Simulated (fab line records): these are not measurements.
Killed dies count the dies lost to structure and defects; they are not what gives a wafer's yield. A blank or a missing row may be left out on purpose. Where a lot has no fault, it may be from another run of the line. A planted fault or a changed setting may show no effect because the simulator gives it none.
Which tool was responsible? -- flow n5Finfet -- 72 wafers from 24 lots sampled at 3 of the route's 1938 steps

## WHAT THE GAUGES SHOWED, per wafer
N5_BEOL_M11_INSPECT_58: inspects for defects (darkfield). Usual: rawDefectCount reads 69 (standard deviation 21).
lot,measured,on,rawDefectCount,flag
L074,day 10 20:58,defectInspect-02,123 99 78,
L076,day 11 00:11,defectInspect-02,52 30 62,
L075,day 11 07:53,defectInspect-02,52 93 67,
L077,day 11 16:38,defectInspect-02,57 89 49,
L078,day 11 17:18,defectInspect-02,81 87 122,
L079,day 12 02:49,defectInspect-01,104 70 69,
L080,day 12 08:40,defectInspect-01,53 49 72,
L081,day 12 16:05,defectInspect-02,53 39 77,
L083,day 12 22:14,defectInspect-01,89 75 77,
L082,day 12 23:07,defectInspect-02,37 42 54,
L084,day 13 07:34,defectInspect-02,65 84 71,
L085,day 14 05:14,defectInspect-01,87 75 51,
L086,day 14 05:41,defectInspect-01,83 115 87,
L088,day 14 07:14,defectInspect-02,53 66 84,
L087,day 14 10:05,defectInspect-01,52 75 68,
L091,day 14 10:16,defectInspect-02,71 48 87,
L090,day 14 18:23,defectInspect-01,76 63 95,
L089,day 14 20:00,defectInspect-02,57 77 77,
L094,day 15 16:42,defectInspect-02,81 43 42,
L092,day 15 17:29,defectInspect-02,50 46 58,
L093,day 15 22:04,defectInspect-01,62 125 102,
L095,day 15 22:21,defectInspect-02,42 64 68,
L097,day 16 09:38,defectInspect-01,80 72 34,
L096,day 16 11:25,defectInspect-02,57 61 56,

N5_BEOL_M12_CD_MEAS_10: target cd 140 nm. Usual: cdNm reads 139.9 nm (standard deviation 1.9).
lot,measured,on,cdNm (nm),flag
L074,day 10 21:37,cdSem-03,138.6 135.6 139.2,
L076,day 11 00:47,cdSem-01,141.1 137.6 139.4,
L075,day 11 08:28,cdSem-03,139.6 136.7 139.1,
L077,day 11 17:17,cdSem-01,139.6 141.7 135.7,
L078,day 11 17:54,cdSem-03,139.5 141.7 137.0,
L079,day 12 03:17,cdSem-02,139.1 143.4 141.2,
L080,day 12 09:08,cdSem-03,141.3 137.8 140.0,
L081,day 12 16:33,cdSem-01,142.3 142.2 139.9,
L083,day 12 22:50,cdSem-02,141.5 140.8 137.5,
L082,day 12 23:35,cdSem-01,137.1 139.2 140.3,
L084,day 13 08:13,cdSem-02,142.6 140.8 141.5,
L085,day 14 05:50,cdSem-02,138.3 139.6 139.5,
L086,day 14 06:17,cdSem-01,142.6 142.0 141.0,
L088,day 14 07:42,cdSem-03,136.9 139.6 140.2,
L087,day 14 10:34,cdSem-01,141.2 141.9 141.5,
L091,day 14 10:47,cdSem-03,141.6 141.1 137.2,
L090,day 14 18:52,cdSem-01,139.7 140.7 140.4,
L089,day 14 20:36,cdSem-01,137.9 140.2 138.4,
L094,day 15 17:17,cdSem-03,138.7 140.3 141.2,
L092,day 15 18:05,cdSem-01,142.2 141.4 137.7,
L093,day 15 22:32,cdSem-03,136.4 135.2 136.8,
L095,day 15 22:57,cdSem-03,138.9 136.5 140.4,
L097,day 16 10:06,cdSem-03,140.1 139.3 139.6,
L096,day 16 12:01,cdSem-03,143.5 139.8 143.8,

## WHICH TOOL RAN EACH LOT (tool, then ch and the chambers of the sampled wafers, then the start)
lot,N5_BEOL_M11_DESCUM_33
L074,"rieDiel-04 ch 0,2,3, day 10 16:20"
L076,"rieDiel-04 ch 0,3, day 10 20:13"
L075,"rieDiel-05 ch 0,2,3, day 11 05:02"
L077,"rieDiel-01 ch 1,2,3, day 11 13:19"
L078,"rieDiel-05 ch 1,2,3, day 11 13:51"
L079,"rieDiel-01 ch 0,2, day 11 23:05"
L080,"rieDiel-01 ch 0,2, day 12 03:47"
L081,"rieDiel-04 ch 0,1,2, day 12 12:58"
L083,"rieDiel-04 ch 0,2, day 12 19:20"
L082,"rieDiel-04 ch 1,2,3, day 12 19:48"
L084,"rieDiel-01 ch 0,1, day 13 03:55"
L085,"rieDiel-04 ch 1,2,3, day 13 23:30"
L086,"rieDiel-05 ch 1,2, day 13 23:41"
L088,"rieDiel-04 ch 1,2,3, day 14 02:56"
L087,"rieDiel-05 ch 1,2, day 14 06:34"
L091,"rieDiel-01 ch 1,2,3, day 14 06:44"
L090,"rieDiel-04 ch 0,1,2, day 14 12:14"
L089,"rieDiel-04 ch 0,1,3, day 14 15:49"
L094,"rieDiel-04 ch 1,2, day 15 13:43"
L092,"rieDiel-01 ch 0,1,3, day 15 13:52"
L093,"rieDiel-04 ch 1,2,3, day 15 18:38"
L095,"rieDiel-05 ch 2,3, day 15 19:08"
L097,"rieDiel-01 ch 0,1, day 16 06:16"
L096,"rieDiel-01 ch 2,3, day 16 06:48"
- N5_BEOL_M11_DESCUM_33: chemistry O2, time 7.9 s.

## AS READ BY THE TOOLS THEMSELVES (means over the sampled wafers that have a number; for cases with no such wafer, the mark the record gives instead)
N5_BEOL_M11_DESCUM_33. Usual: drypumpMotorCurrentA 5.7 A, standard deviation 0.39; oesProductAu 0.80 a.u., standard deviation 0.067; rfVppV 243.8 V, standard deviation 1.5; showerheadPlenumPTorr 2.13 Torr, standard deviation 0.08; throttleValvePct 20.39 %, standard deviation 0.2.
lot,tool,drypumpMotorCurrentA (A),oesProductAu (a.u.),rfVppV (V),showerheadPlenumPTorr (Torr),throttleValvePct (%),flag
L074,rieDiel-04,5.5,0.85,244.4,2.18,20.26,
L076,rieDiel-04,5.3,0.80,244.3,2.14,20.36,
L075,rieDiel-05,5.8,0.80,244.3,2.13,20.50,
L077,rieDiel-01,5.8,0.79,241.4,2.05,20.35,
L078,rieDiel-05,5.9,0.74,243.3,2.08,20.53,
L079,rieDiel-01,5.8,0.74,244.0,2.12,20.51,
L080,rieDiel-01,5.5,0.76,243.1,2.07,20.58,
L081,rieDiel-04,5.5,0.81,245.4,2.17,20.32,
L083,rieDiel-04,5.4,0.83,244.4,2.17,20.18,
L082,rieDiel-04,5.7,0.85,245.4,2.22,20.33,
L084,rieDiel-01,6.2,0.77,243.5,2.06,20.23,
L085,rieDiel-04,5.7,0.84,245.6,2.22,20.34,
L086,rieDiel-05,5.9,0.75,241.7,2.04,20.63,
L088,rieDiel-04,5.7,0.84,245.2,2.22,20.35,
L087,rieDiel-05,5.6,0.75,242.8,2.07,20.67,
L091,rieDiel-01,5.8,0.76,242.6,2.04,20.38,
L090,rieDiel-04,5.5,0.80,244.0,2.16,20.34,
L089,rieDiel-04,5.5,0.80,244.2,2.17,20.46,
L094,rieDiel-04,5.7,0.81,245.8,2.20,20.39,
L092,rieDiel-01,6.1,0.74,243.6,2.07,20.35,
L093,rieDiel-04,5.7,0.82,244.9,2.21,20.36,
L095,rieDiel-05,5.9,0.87,243.4,2.11,20.22,
L097,rieDiel-01,6.1,0.72,243.2,2.10,20.38,
L096,rieDiel-01,5.7,0.74,242.5,2.05,20.48,

## THE ANSWER, worked out from the rows above alone
Rule: a lot is off if the mean of its wafers that have a number lies more than 3 standard deviations from the usual mean. Also off: a lot with no number at a reading for which 4 or more lots have one. Where the step has rows for the other lots, those lots are counted as sound. After the gauges, taken in route order, come the tools' own readings; for these a lot's mean is taken, as printed above. At the first step where some lot is off, the reading lying furthest off is the one used; lots without a number count as furthest.
None of the lots is off at any reading shown; this tells nothing.

## WHAT WAS PUT IN BY THE SIMULATOR
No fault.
